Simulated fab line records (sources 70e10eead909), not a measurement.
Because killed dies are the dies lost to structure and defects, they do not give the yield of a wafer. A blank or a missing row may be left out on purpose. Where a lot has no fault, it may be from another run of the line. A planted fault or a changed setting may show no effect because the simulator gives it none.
Chamber matching + flow nand harc + 4 sister chambers for NHARC_A_STAIRCASE_DESCUM_11 on rie diel-06
The step chemistry O2, time 3 s. 8 wafers are shown with their chamber, then 9 later ones without.

== WAFERS WITH THEIR CHAMBER ==
| wafer  | chamber | drypump motor current A (A) | showerhead plenum p Torr (Torr) |
|--------|---------|-----------------------------|---------------------------------|
| L075.3 | 0       | 5.5                         | 2.03                            |
| L075.5 | 2       | 6.7                         | 1.87                            |
| L080.1 | 3       | 5.9                         | 1.89                            |
| L080.5 | 1       | 5.7                         | 1.89                            |
| L080.6 | 2       | 6.6                         | 1.87                            |
| L081.1 | 0       | 5.5                         | 2.02                            |
| L081.2 | 1       | 5.7                         | 1.89                            |
| L081.5 | 3       | 5.9                         | 1.89                            |

== WAFERS MISSING THEIR CHAMBER ==
| wafer  | drypump motor current A (A) | showerhead plenum p Torr (Torr) |
|--------|-----------------------------|---------------------------------|
| L087.3 | 5.7                         | 1.89                            |
| L087.4 | 5.7                         | 1.89                            |
| L087.5 | 5.9                         | 1.89                            |
| L088.2 | 5.7                         | 1.88                            |
| L088.5 | 6.6                         | 1.86                            |
| L088.6 | 5.9                         | 1.88                            |
| L092.1 | 6.6                         | 1.85                            |
| L092.3 | 5.9                         | 1.88                            |
| L092.6 | 5.7                         | 1.88                            |

== CHAMBER TAKEN BY EACH ==
| wafer  | from the rows above | in truth |
|--------|---------------------|----------|
| L087.3 | 1                   | 1        |
| L087.4 | 1                   | 1        |
| L087.5 | 3                   | 3        |
| L088.2 | 1                   | 1        |
| L088.5 | 2                   | 2        |
| L088.6 | 3                   | 3        |
| L092.1 | 2                   | 2        |
| L092.3 | 3                   | 3        |
| L092.6 | 1                   | 1        |
9 of 9 placed correctly. Can't be placed from these rows: 0. Placed wrongly: 0.
How it was worked out, from the rows above alone: a wafer's distance from a chamber is the root of the sum, over the readings, of the square of ((its reading less the chamber's mean) divided by the reading's scatter). If the next closest chamber is less than 2 further off than the closest, the wafer can't be placed; otherwise it belongs to the closest. The mean given for a chamber averages the wafers shown for that chamber. How the scatter is found: for the shown wafers, subtract from each reading the mean of its chamber, square and add these, divide the total by (wafers less chambers), then take the root.
